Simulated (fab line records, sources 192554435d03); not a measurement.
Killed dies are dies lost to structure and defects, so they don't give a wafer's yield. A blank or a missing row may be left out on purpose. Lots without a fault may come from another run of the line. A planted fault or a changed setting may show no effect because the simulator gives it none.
Chamber matching | flow n5_finfet | N5_GATE_CUT_HM_DEP_46 on pecvd-01: 3 sister chambers
The step deposits SiO2 from TEOS/O2, target thk 130 nm, time 26.6 s. 20 wafers are shown with their chamber, then 10 later ones without.

WAFERS WITH THEIR CHAMBER
wafer  | chamber | throttle_valve_pct (%) | showerhead_plenum_p_Torr (Torr) | heater_power_w (W)
L075.1 | 1       | 20.3                   | 8.36                            | 516
L075.3 | 2       | 18.4                   | 8.32                            | 429
L075.6 | 0       | 19.0                   | 8.39                            | 536
L078.1 | 1       | 20.4                   | 8.37                            | 527
L078.3 | 0       | 18.9                   | 8.37                            | 452
L078.5 | 0       | 18.8                   | 8.38                            | 466
L080.1 | 0       | 19.3                   | 8.36                            | 538
L080.2 | 1       | 20.5                   | 8.35                            | 500
L080.3 | 2       | 18.5                   | 8.36                            | 520
L080.4 | 2       | 18.8                   | 8.33                            | 519
L080.5 | 1       | 20.3                   | 8.36                            | 512
L080.6 | 0       | 18.9                   | 8.39                            | 544
L086.1 | 2       | 18.5                   | 8.35                            | 524
L086.2 | 0       | 18.8                   | 8.38                            | 536
L086.6 | 1       | 20.4                   | 8.33                            | 560
L087.1 | 2       | 18.7                   | 8.33                            | 441
L087.2 | 0       | 19.1                   | 8.38                            | 518
L087.3 | 1       | 20.3                   | 8.36                            | 605
L089.1 | 2       | 18.7                   | 8.34                            | 537
L089.3 | 1       | 20.3                   | 8.36                            | 499

SIGNATURES (means of the wafers above)
reading                  | chamber 0 | chamber 1 | chamber 2 | scatter within a chamber
throttle_valve_pct       | 18.971    | 20.357    | 18.600    | 0.144
showerhead_plenum_p_Torr | 8.3786    | 8.3557    | 8.3383    | 0.0127
heater_power_w           | 512.86    | 531.29    | 495.00    | 41
Rule: a wafer's distance from a chamber is the root of the sum, over the readings, of the square of ((its reading less the chamber's mean) divided by the reading's scatter). The wafer belongs to the nearest chamber; if the next one is less than 2 further off, it can't be placed. The scatter: the root of (the sum of the squares of (reading less its chamber's mean) over the shown wafers, divided by (wafers less chambers)).

WAFERS WITHOUT THEIR CHAMBER
wafer  | throttle_valve_pct (%) | showerhead_plenum_p_Torr (Torr) | heater_power_w (W)
L089.6 | 20.2                   | 8.38                            | 493
L091.1 | 20.3                   | 8.36                            | 529
L091.2 | 18.9                   | 8.38                            | 479
L091.3 | 18.9                   | 8.33                            | 532
L091.4 | 18.7                   | 8.37                            | 396
L091.5 | 20.3                   | 8.35                            | 534
L091.6 | 18.7                   | 8.38                            | 483
L094.1 | 18.8                   | 8.37                            | 435
L094.4 | 19.2                   | 8.35                            | 438
L094.6 | 18.7                   | 8.37                            | 495

WHICH CHAMBER EACH WENT THROUGH
wafer  | from the rows above     | in truth
L089.6 | 1                       | 1
L091.1 | 1                       | 1
L091.2 | 0                       | 0
L091.3 | can't be placed: 2 or 0 | 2
L091.4 | can't be placed: 0 or 2 | 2
L091.5 | 1                       | 1
L091.6 | can't be placed: 0 or 2 | 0
L094.1 | can't be placed: 0 or 2 | 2
L094.4 | can't be placed: 0 or 2 | 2
L094.6 | can't be placed: 0 or 2 | 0
Placed correctly: 4 of 10. Can't be placed from these rows: 6 (the true chamber is among the candidates in 6). Placed wrongly: 0.
